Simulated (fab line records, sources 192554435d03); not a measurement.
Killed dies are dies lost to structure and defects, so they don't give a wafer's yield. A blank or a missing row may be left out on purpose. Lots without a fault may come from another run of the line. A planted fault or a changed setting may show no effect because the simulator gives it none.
Chamber matching | flow n5_finfet | N5_GATE_CUT_ETCH_28 on rie_diel-01: 4 sister chambers
The step etches underlayer in N2/H2, target depth 13 nm, time 10.4 s. 18 wafers are shown with their chamber, then 9 later ones without.

WAFERS WITH THEIR CHAMBER
wafer  | chamber | drypump_motor_current_A (A) | showerhead_plenum_p_Torr (Torr) | throttle_valve_pct (%)
L074.2 | 3       | 5.4                         | 2.45                            | 17.88
L074.3 | 1       | 5.8                         | 2.59                            | 17.73
L074.4 | 0       | 4.9                         | 2.61                            | 18.00
L076.2 | 2       | 5.0                         | 2.52                            | 18.39
L076.5 | 2       | 5.0                         | 2.52                            | 18.36
L076.6 | 3       | 5.3                         | 2.45                            | 17.89
L077.2 | 2       | 5.0                         | 2.52                            | 18.38
L077.5 | 2       | 5.0                         | 2.52                            | 18.38
L077.6 | 1       | 5.8                         | 2.59                            | 17.71
L082.1 | 3       | 5.3                         | 2.44                            | 17.91
L082.2 | 0       | 4.9                         | 2.60                            | 18.05
L082.4 | 2       | 5.0                         | 2.52                            | 18.39
L086.1 | 0       | 4.9                         | 2.60                            | 18.05
L086.2 | 3       | 5.3                         | 2.44                            | 17.93
L086.4 | 1       | 5.8                         | 2.59                            | 17.74
L088.1 | 0       | 4.9                         | 2.60                            | 18.05
L088.2 | 1       | 5.8                         | 2.58                            | 17.74
L088.4 | 2       | 5.0                         | 2.51                            | 18.42

SIGNATURES (means of the wafers above)
reading                  | chamber 0 | chamber 1 | chamber 2 | chamber 3 | scatter within a chamber
drypump_motor_current_A  | 4.900     | 5.800     | 5.000     | 5.325     | 0.0231
showerhead_plenum_p_Torr | 2.6025    | 2.5875    | 2.5183    | 2.4450    | 0.00488
throttle_valve_pct       | 18.0375   | 17.7300   | 18.3867   | 17.9025   | 0.0205
Rule: a wafer's distance from a chamber is the root of the sum, over the readings, of the square of ((its reading less the chamber's mean) divided by the reading's scatter). The wafer belongs to the nearest chamber; if the next one is less than 2 further off, it can't be placed. The scatter: the root of (the sum of the squares of (reading less its chamber's mean) over the shown wafers, divided by (wafers less chambers)).

WAFERS WITHOUT THEIR CHAMBER
wafer  | drypump_motor_current_A (A) | showerhead_plenum_p_Torr (Torr) | throttle_valve_pct (%)
L089.1 | 5.0                         | 2.51                            | 18.42
L089.4 | 4.9                         | 2.60                            | 18.05
L089.6 | 4.9                         | 2.60                            | 18.02
L093.1 | 5.8                         | 2.58                            | 17.75
L093.5 | 5.3                         | 2.43                            | 17.94
L093.6 | 5.0                         | 2.51                            | 18.44
L096.2 | 5.8                         | 2.58                            | 17.79
L096.3 | 4.9                         | 2.59                            | 18.08
L096.4 | 5.0                         | 2.50                            | 18.47

WHICH CHAMBER EACH WENT THROUGH
wafer  | from the rows above | in truth
L089.1 | 2                   | 2
L089.4 | 0                   | 0
L089.6 | 0                   | 0
L093.1 | 1                   | 1
L093.5 | 3                   | 3
L093.6 | 2                   | 2
L096.2 | 1                   | 1
L096.3 | 0                   | 0
L096.4 | 2                   | 2
Placed correctly: 9 of 9. Can't be placed from these rows: 0. Placed wrongly: 0.
